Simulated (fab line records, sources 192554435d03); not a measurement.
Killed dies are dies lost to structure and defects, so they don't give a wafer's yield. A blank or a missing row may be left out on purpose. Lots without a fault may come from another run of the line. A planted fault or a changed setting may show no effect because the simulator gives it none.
A struck lot beside a sound one | flow n5_finfet | 27 steps out of a route of 1938
Sound: wafers L433.1, L433.3, L433.6. Struck: wafers L434.1, L434.3, L434.4. The cause comes at the end.
At each step with rows: each side's tool, then ch and its chambers, then its first start. Under that, the readings that differ: sound wafers | struck wafers | difference of the means | sigmas: that difference in standard deviations of wafers without a fault.
alike: readings whose means differ by less than 2 such deviations, and words and numbers that are the same on both sides. not compared: withheld readings, readings that some wafer has no value for, bounds like >300 that may hide the same value, and numbers for which the record gives no deviation and whose values overlap.
The two part at a step that has a row with sigmas, a row that says differs or no value, or rows on one side only. Numbers that don't overlap but have no deviation are shown without sigmas and don't part them. A reading that every wafer of one side lacks parts them only if that side has two wafers or more.

N5_WELL_APT_RTA_34: time 10 s.
  sound on rtp_anneal-02 ch 0, day 3 21:52; struck on rtp_anneal-02 ch 0, day 4 03:56
  alike: lamp_power_pct, lamp_zone_2_pct, wafer_temp_C_max
then, 4 steps without rows for these wafers: N5_WELL_APT_OXIDE_STRIP_42 (strips SiO2 in dHF, time 45 s, target depth 12 nm); N5_WELL_APT_PRECLEAN_36 (cleans in O3/DIW, time 45 s); N5_WELL_APT_PRECLEAN_39 (cleans in dHF, time 60 s); N5_WELL_APT_SRD_37 (time 30 s).
N5_WELL_APT_EPI_41: deposits Si from SiH4/H2, target thk 50 nm, time 297.7 s.
  sound on epi_rpcvd-01 ch 0, day 3 22:07; struck on epi_rpcvd-02 ch 0, day 4 04:10
  reading                | sound             | struck            | difference | sigmas
  throttle_valve_pct (%) | 10.60 10.91 10.36 | 11.27 10.97 11.04 | +0.47      | +2
N5_WELL_APT_INSPECT_38: inspects for defects (darkfield).
  sound on defect_inspect-02, day 3 22:57; struck on defect_inspect-02, day 4 05:01
  alike: raw_defect_count
then, 5 steps without rows for these wafers: N5_PMOS_HMC_CHANNEL_EPI_HM_DEP_34 (deposits SiO2 from TEOS/O2, target thk 36 nm, time 6.9 s); N5_PMOS_HMC_CHANNEL_EPI_COAT_31 (time 60 s, resist thk 66 nm); N5_PMOS_HMC_CHANNEL_EPI_COAT_03 (resist thk 205 nm); N5_PMOS_HMC_CHANNEL_EPI_EBR_05; N5_PMOS_HMC_CHANNEL_EPI_SOFTBAKE_04 (time 60 s).
N5_PMOS_HMC_CHANNEL_EPI_EXPOSE_06: exposes mask PMOS HMC BLK, target cd 240 nm.
  sound on arfi_scanner-01 ch 0, day 3 23:16; struck on arfi_scanner-01 ch 0, day 4 05:12
  reading              | sound             | struck            | difference | sigmas
  exposure_dose_mJ_cm2 | 41.47 41.52 41.48 | 40.55 40.61 40.54 | -0.92      | -4
  alike: mask
then, 2 steps without rows for these wafers: N5_PMOS_HMC_CHANNEL_EPI_PEB_07 (peb time 60 s); N5_PMOS_HMC_CHANNEL_EPI_DEVELOP_08 (develop time 30 s).
N5_PMOS_HMC_CHANNEL_EPI_CD_MEAS_09: target cd 237.4 nm.
  sound on cd_sem-02 ch 0, day 3 23:23; struck on cd_sem-03 ch 0, day 4 05:19
  reading    | sound             | struck            | difference | sigmas
  cd_nm (nm) | 237.0 237.5 237.5 | 234.7 235.6 234.2 | -2.5       | -3
N5_PMOS_HMC_CHANNEL_EPI_OVL_MEAS_10:
  sound on overlay-02 ch 0, day 3 23:25; struck on overlay-02 ch 0, day 4 05:21
  alike: PMOS_HMC_BLK_OVL
N5_PMOS_HMC_CHANNEL_EPI_INSPECT_11: inspects for defects (macro).
  sound on defect_inspect-01, day 3 23:26; struck on defect_inspect-02, day 4 05:23
  alike: raw_defect_count
N5_PMOS_HMC_CHANNEL_EPI_DESCUM_14: chemistry O2, time 7.9 s.
  sound on rie_diel-03 ch 0,1,3, day 3 23:29; struck on rie_diel-03 ch 0,2,3, day 4 05:34
  reading                               | sound             | struck          | difference | sigmas
  model.PMOS_HMC_CHANNEL_EPI.cd_nm (nm) | 237.1 237.6 237.4 | 234.6 235.4 234 | -2.7       |
  alike: chamber_pressure_mTorr, drypump_motor_current_A, oes_product_au, rf_vpp_V, showerhead_plenum_p_Torr, temp_c, throttle_valve_pct
  not compared: rf_hours_counter_h
N5_PMOS_HMC_CHANNEL_EPI_ETCH_32: etches BARC in N2/H2, stops on SiO2, target depth 85.8 nm, time 50.3 s.
  sound on rie_diel-03 ch 0,1,3, day 3 23:31; struck on rie_diel-03 ch 0,2,3, day 4 05:37
  alike: chamber_pressure_mTorr, drypump_motor_current_A, oes_product_au, rf_vpp_V, showerhead_plenum_p_Torr, throttle_valve_pct
  not compared: rf_hours_counter_h
N5_PMOS_HMC_CHANNEL_EPI_HM_OPEN_15: chemistry CHF3/O2, target SiO2, target depth 40.6 nm, time 20.3 s.
  sound on rie_diel-03 ch 0,1,3, day 3 23:33; struck on rie_diel-03 ch 0,2,3, day 4 05:39
  alike: chamber_pressure_mTorr, drypump_motor_current_A, oes_product_au, rf_vpp_V, showerhead_plenum_p_Torr, throttle_valve_pct
  not compared: rf_hours_counter_h
N5_PMOS_HMC_CHANNEL_EPI_STRIP_33: strips in N2/H2.
  sound on rie_diel-03 ch 0,1,3, day 3 23:37; struck on rie_diel-03 ch 0,2,3, day 4 05:42
  alike: chamber_pressure_mTorr, drypump_motor_current_A, oes_product_au, rf_vpp_V, showerhead_plenum_p_Torr, temp_c, throttle_valve_pct
  not compared: rf_hours_counter_h
then, 2 steps without rows for these wafers: N5_PMOS_HMC_CHANNEL_EPI_STRIP_17 (strips in SPM, time 750 s); N5_PMOS_HMC_CHANNEL_EPI_ETCH_38 (etches SiO2 in CF4, target depth 1.5 nm).
N5_PMOS_HMC_CHANNEL_EPI_FIN_RECESS_16: chemistry HBr/Cl2, target Si, target depth 54 nm, time 18 s.
  sound on rie_si-04 ch 0,1,3, day 3 23:56; struck on rie_si-02 ch 0,2,3, day 4 06:02
  reading                               | sound             | struck            | difference | sigmas
  model.PMOS_HMC_CHANNEL_EPI.cd_nm (nm) | 240.6 240.6 239.2 | 237.1 237.6 235.7 | -3.3       |
  alike: chamber_pressure_mTorr, drypump_motor_current_A, he_backside_leak_sccm, oes_product_au, throttle_valve_pct
  not compared: rf_hours_counter_h
then, 1 step without rows for these wafers: N5_PMOS_HMC_CHANNEL_EPI_PRECLEAN_36 (cleans in O3/DIW, time 45 s).
-- the record jumps here: 6 days lie between the struck wafers' starts before and after (it left off in module PMOS_HMC_CHANNEL_EPI and takes up again in module BEOL_M4, whose first step shown is number 1111 of the route) --
N5_BEOL_M4_RC_MEAS_101:
  sound on prober-02 ch 0, day 10 04:27; struck on prober-01 ch 0, day 10 09:37
  alike: DIBL_N, DIBL_P, IOFF_N, IOFF_P, ION_N, ION_P, SS_N, SS_P, VT_N, VT_P

WHERE THEY PART
First at N5_WELL_APT_EPI_41; last, within this record, at N5_PMOS_HMC_CHANNEL_EPI_CD_MEAS_09. Later steps at which nothing parts them and some readings are alike: N5_PMOS_HMC_CHANNEL_EPI_OVL_MEAS_10, N5_PMOS_HMC_CHANNEL_EPI_INSPECT_11, N5_PMOS_HMC_CHANNEL_EPI_DESCUM_14, N5_PMOS_HMC_CHANNEL_EPI_ETCH_32, N5_PMOS_HMC_CHANNEL_EPI_HM_OPEN_15, N5_PMOS_HMC_CHANNEL_EPI_STRIP_33, N5_PMOS_HMC_CHANNEL_EPI_FIN_RECESS_16, N5_BEOL_M4_RC_MEAS_101.

WHY: what the simulator had put in
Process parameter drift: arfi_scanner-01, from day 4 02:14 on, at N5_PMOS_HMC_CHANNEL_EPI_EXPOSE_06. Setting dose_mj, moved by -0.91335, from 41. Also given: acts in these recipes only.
